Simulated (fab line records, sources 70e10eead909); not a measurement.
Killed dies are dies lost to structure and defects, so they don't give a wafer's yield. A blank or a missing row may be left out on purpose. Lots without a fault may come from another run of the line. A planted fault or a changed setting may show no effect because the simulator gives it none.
A struck lot beside a sound one | flow nand_harc | 18 steps out of a route of 1302
Sound: wafers L384.1, L384.5, L384.6. Struck: wafers L382.1, L382.4, L382.5. The cause comes at the end.
At each step with rows: each side's tool, then ch and its chambers, then its first start. Under that, the readings that differ: sound wafers | struck wafers | difference of the means | sigmas: that difference in standard deviations of wafers without a fault.
alike: readings whose means differ by less than 2 such deviations, and words and numbers that are the same on both sides. not compared: withheld readings, readings that some wafer has no value for, bounds like >300 that may hide the same value, and numbers for which the record gives no deviation and whose values overlap.
The two part at a step that has a row with sigmas, a row that says differs or no value, or rows on one side only. Numbers that don't overlap but have no deviation are shown without sigmas and don't part them. A reading that every wafer of one side lacks parts them only if that side has two wafers or more.

NHARC_P_M0_OVL_MEAS_10: pitch 180 nm.
  sound on overlay-02, day 13 23:19; struck on overlay-01, day 13 07:39
  reading           | sound       | struck        | difference | sigmas
  overlay_x_nm (nm) | 1.8 1.9 2.8 | 0.2 -0.3 -0.4 | -2.3       | -3
  alike: overlay_y_nm
NHARC_P_M0_INSPECT_11:
  sound on defect_inspect-02, day 13 23:22; struck on defect_inspect-02, day 13 07:41
  alike: raw_defect_count
NHARC_P_M0_DESCUM_14: chemistry O2, time 3 s.
  sound on rie_diel-02 ch 0,1,3, day 13 23:27; struck on rie_diel-04 ch 0,3, day 13 07:45
  alike: drypump_motor_current_A, oes_product_au, rf_vpp_V, showerhead_plenum_p_Torr, throttle_valve_pct
  not compared: rf_hours_counter_h
then, 2 steps without rows for these wafers: NHARC_P_M0_ETCH_34 (etches the open film in N2/H2, target depth 40 nm, overetch 12 nm, time 43.94 s); NHARC_P_M0_ETCH_15 (etches the open film in C4F8/Ar, target depth 150 nm, overetch 15 nm, time 82.5 s).
NHARC_P_M0_CD_MEAS_16:
  sound on cd_sem-02, day 13 23:43; struck on cd_sem-01, day 13 08:07
  alike: cd_nm
NHARC_P_M0_STRIP_18: strips in N2/H2.
  sound on rie_diel-04 ch 1,2,3, day 13 23:50; struck on rie_diel-02 ch 0,1, day 13 08:15
  alike: drypump_motor_current_A, oes_product_au, rf_vpp_V, showerhead_plenum_p_Torr, throttle_valve_pct
  not compared: rf_hours_counter_h
then, 1 step without rows for these wafers: NHARC_P_M0_STRIP_19 (strips in post etch residue remover, time 600 s).
NHARC_P_M0_DEGAS_28: time 60 s.
  sound on pvd_sputter-02, day 14 00:20; struck on pvd_sputter-03, day 13 08:50
  alike: heater_power_w
then, 1 step without rows for these wafers: NHARC_P_M0_PRE_CLEAN_29 (time 30 s).
NHARC_P_M0_PVD_20: deposits TaN, target thk 5 nm, time 8.06 s.
  sound on pvd_sputter-02; struck on pvd_sputter-03
  alike: bias_v, throttle_valve_pct
NHARC_P_M0_PVD_21: deposits Cu, target thk 30 nm, time 20.49 s.
  sound on pvd_sputter-02; struck on pvd_sputter-03
  alike: throttle_valve_pct
NHARC_P_M0_ECD_22: material Cu, target thk 400 nm.
  sound on ecd_cu-01 ch 0,1, day 14 00:41; struck on ecd_cu-01 ch 0,1, day 13 09:14
  no value came back on the struck wafers for bath_heat_duty_pct (%), bath_temp_c (C); on the sound wafers bath_heat_duty_pct (%) reads 5.0 5.3 7.1
then, 1 step without rows for these wafers: NHARC_P_M0_ANNEAL_30 (time 90 s).
NHARC_P_M0_CMP_23: polishes, t overpolish 20 s, target thk 117.54 nm.
  sound on cmp-03 ch 0,2,3, day 14 01:29; struck on cmp-03 ch 0,2, day 13 09:56
  reading                | sound          | struck      | difference | sigmas
  time_to_endpoint_s (s) | 28.3 28.9 31.1 | 2.2 0.9 0.2 | -28.3      | -10
  alike: motor_current_A, slurry_flow_ml_min
NHARC_P_M0_THK_MEAS_24: measures by xrf.
  sound on film_metro-02, day 14 01:44; struck on film_metro-02, day 13 10:13
  reading     | sound             | struck         | difference | sigmas
  thk_nm (nm) | 116.7 119.2 118.5 | 29.5 31.4 30.5 | -87.7      | -58
then, 1 step without rows for these wafers: NHARC_P_M0_SRD_25.
-- the record jumps here: 18 days lie between the struck wafers' starts before and after (it left off in module P_M0 and takes up again in module END, whose first step shown is number 1302 of the route) --
NHARC_END_SORT_01:
  the record has rows for the struck wafers here (prober-02 ch 0, day 31 21:20) and none for the sound ones

WHERE THEY PART
First at NHARC_P_M0_OVL_MEAS_10; last, within this record, at NHARC_END_SORT_01.

WHY: what the simulator had put in
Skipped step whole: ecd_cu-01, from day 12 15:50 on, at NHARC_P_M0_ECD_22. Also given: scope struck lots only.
